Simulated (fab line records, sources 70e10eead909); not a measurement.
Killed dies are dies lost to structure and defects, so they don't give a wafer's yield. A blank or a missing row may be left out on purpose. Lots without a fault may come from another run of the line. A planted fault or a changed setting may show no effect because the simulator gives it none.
Which tool did it? | flow nand_harc | 6 lots, 18 wafers sampled, at 5 steps of a route of 1159

WHAT THE GAUGES READ, wafer by wafer
NHARC_END_SORT_01.
lot | measured | on | killed_at_array

WHICH TOOL RAN EACH LOT (tool, then ch and the chambers of the sampled wafers, then the start)
lot  | NHARC_P_BONDPAD_DESCUM_11          | NHARC_A_CHANNEL_HOLE_D1_SOFTBAKE_05 | NHARC_A_CHANNEL_HOLE_D1_ETCH_21  | NHARC_A_CHANNEL_FILL_D1_ALD_14
L598 | rie_diel-04 ch 1,2,3, day 6 19:10  | litho_track-06 ch 0, day 8 14:00    | har_etch-01 ch 0,1, day 8 17:26  | ald_hk-04 ch 0,2, day 9 07:15
L602 | rie_diel-07 ch 1,2,3, day 7 17:39  | litho_track-01 ch 0, day 9 11:00    | har_etch-02 ch 0,1, day 9 13:46  | ald_hk-01 ch 0,1,2, day 10 02:38
L610 | rie_diel-04 ch 0,1,3, day 9 13:35  | litho_track-06 ch 0, day 11 08:00   | har_etch-01 ch 1, day 11 10:38   | ald_hk-01 ch 0,2, day 11 23:09
L613 | rie_diel-04 ch 0,1,3, day 10 13:26 | litho_track-06 ch 0, day 12 06:00   | har_etch-02 ch 0, day 12 09:13   | ald_hk-04 ch 0,3, day 12 23:34
L618 | rie_diel-04 ch 0,2,3, day 11 14:32 | litho_track-04 ch 0, day 13 10:00   | har_etch-01 ch 0,1, day 13 13:32 | ald_hk-04 ch 0,1,3, day 14 02:06
L620 | rie_diel-04 ch 0,1, day 12 04:35   | litho_track-06 ch 0, day 14 03:00   | har_etch-02 ch 0,1, day 14 10:25 | ald_hk-04 ch 1,2,3, day 15 00:58
- NHARC_P_BONDPAD_DESCUM_11: chemistry O2, time 3 s.
- NHARC_A_CHANNEL_HOLE_D1_SOFTBAKE_05: time 55 s.
- NHARC_A_CHANNEL_HOLE_D1_ETCH_21: etches the open film in C4F8/O2/Ar, time 514.3 s, target depth 1600 nm.
- NHARC_A_CHANNEL_FILL_D1_ALD_14: deposits SiO2, target thk 2.5 nm, pulse time 10 s, ald cycles 25.

THE ANSWER, worked out from the rows above alone
Rule: what is usual is taken from the lots themselves. Put in order of their means at a reading, lots are off if they are a third of the lots or fewer, leave a main group of 4 or more, and stand apart from it by a gap of 3 or more times the standard deviation of the main group's means; of several such gaps the widest counts. A main group whose means are all the same, to the digits that the tables above print for the reading, isn't used. A lot without any number at a reading at which 4 lots or more have one is off too. The other lots that the step has rows for count as sound.
No lot is off at any reading shown: from this, nothing can be told.

WHAT THE SIMULATOR HAD PUT IN
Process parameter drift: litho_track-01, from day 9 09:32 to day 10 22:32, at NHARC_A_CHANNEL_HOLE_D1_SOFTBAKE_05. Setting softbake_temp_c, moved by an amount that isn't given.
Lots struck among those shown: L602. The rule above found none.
